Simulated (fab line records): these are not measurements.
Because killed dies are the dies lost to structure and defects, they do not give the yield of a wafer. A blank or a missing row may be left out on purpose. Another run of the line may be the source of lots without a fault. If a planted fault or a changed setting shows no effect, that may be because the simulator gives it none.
A struck lot beside a sound one :: flow n5Finfet :: 20 steps out of a route of 1938
Sound: wafers L855.1, L855.3, L855.6. Wafers struck: L841.2, L841.4, L841.6. Last of all comes the cause.
Per side, at each step with rows, come the tool, then ch with its chambers, and then its first start. Under that, the readings that differ: sound wafers :: struck wafers :: difference of the means :: sigmas: that difference in standard deviations of wafers without a fault.
alike: words and numbers the same on both sides, and readings whose means are apart by under 2 such deviations; not compared: readings that were withheld, readings missing a value for some wafer, numbers with overlapping values and no deviation given by the record, and bounds like >300 which may hide the same value.
The two part at a step that has a row with sigmas, a row that says differs or no value, or rows on one side only. When numbers do not overlap yet have no deviation, they are printed without sigmas and do not part them. A reading missing from all wafers of one side parts the sides only when that side holds two or more wafers.

first, 8 steps without rows for these wafers: N5_BEOL_M8_CMP_52 (polishes, stops on SiCOH lowk, t overpolish 6.9 s, target thk 80 nm); N5_BEOL_M8_PRE_CLEAN_55 (time 15 s); N5_BEOL_M8_DEP_56 (deposits SiCN from 3MS/NH3, target thk 10 nm, time 17.5 s); N5_BEOL_M9_ILD_DEP_00 (deposits SiCOH lowk from DEMS/porogen, target thk 308.51 nm, time 58 s); N5_BEOL_M9_CURE_71 (cures SiCOH lowk, time 240 s); N5_BEOL_M9_PECVD_70 (deposits SiO2 from TEOS/O2, target thk 20 nm, time 22.7 s); N5_BEOL_M9_HM_DEP_02 (deposits TiN, target thk 20 nm); N5_BEOL_M9_COAT_59 (time 60 s, resist thk 100 nm).
N5_BEOL_M9_COAT_60: time 60 s, resist thk 30 nm.
  sound on lithoTrack-03 ch 0, day 13 23:35; struck on lithoTrack-03 ch 0, day 10 03:55
reading: spinSpeedRpm (rpm)
sound: 1500.2 1496.4 1500.8
struck: 1745.7 1744.3 1746.9
difference: +246.5
sigmas: +99 or more

reading: model.SiARC_of_BEOL_M9_COAT_60.thkNm (nm)
sound: 30 30 30
struck: 27.8 27.8 27.8
difference: -2.2
sigmas: 
  alike: exhaustPa
then, 7 steps without rows for these wafers: N5_BEOL_M9_COAT_05 (resist thk 90 nm); N5_BEOL_M9_EBR_07; N5_BEOL_M9_SOFTBAKE_06 (time 60 s); N5_BEOL_M9_EXPOSE_08 (exposes mask M9); N5_BEOL_M9_PEB_09 (peb time 60 s); N5_BEOL_M9_DEVELOP_10 (develop time 30 s); N5_BEOL_M9_DESCUM_16 (chemistry O2, time 7.9 s).
N5_BEOL_M9_ETCH_61: etches SiARC in CF4, target depth 39 nm, time 65 s.
  sound on rieDiel-03 ch 0,2,3, day 14 00:02; struck on rieDiel-03 ch 2,3, day 10 05:07
reading: etchRfOnTimeS (s)
sound: 62.3 63.0 64.0
struck: 58.9 61.1 59.2
difference: -3.4
sigmas: -3

reading: model.etch.depthNm (nm)
sound: 29.94 29.91 29.93
struck: 27.85 27.82 27.8
difference: -2.10
sigmas: 

reading: model.CAR-ArF_of_BEOL_M9_COAT_05.thkNm (nm)
sound: 55 55.2 55.2
struck: 57.4 57.4 57.8
difference: +2.4
sigmas: 
  alike: cf4FlowSccm, drypumpMotorCurrentA, oesProductAu, rfVppV, showerheadPlenumPTorr, throttleValvePct
  not compared: rfHoursCounterH
N5_BEOL_M9_ETCH_62: etches SOC in N2/H2, target depth 110 nm, overetch 22 nm, time 165 s.
  sound on rieDiel-03 ch 0,2,3, day 14 00:05; struck on rieDiel-03 ch 2,3, day 10 05:10
reading: model.SiARC_of_BEOL_M9_COAT_60.thkNm (nm)
sound: 23.2 23.4 23.2
struck: 21 21.6 21
difference: -2
sigmas: 
  alike: drypumpMotorCurrentA, oesProductAu, rfVppV, showerheadPlenumPTorr, throttleValvePct
  not compared: rfHoursCounterH
then, 1 step without rows for these wafers: N5_BEOL_M9_STRIP_68 (strips in N2/H2).
N5_PASSIVATION_PROBE_49:
  sound wafers here have rows in the record (prober-02, day 16 13:56); struck ones have none

== WHERE THEY PART ==
Last at N5_PASSIVATION_PROBE_49 as far as this record goes, first at N5_BEOL_M9_COAT_60.

WHY: whatever the simulator had introduced
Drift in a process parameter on lithoTrack-03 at N5_BEOL_M9_COAT_60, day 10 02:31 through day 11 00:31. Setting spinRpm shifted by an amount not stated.
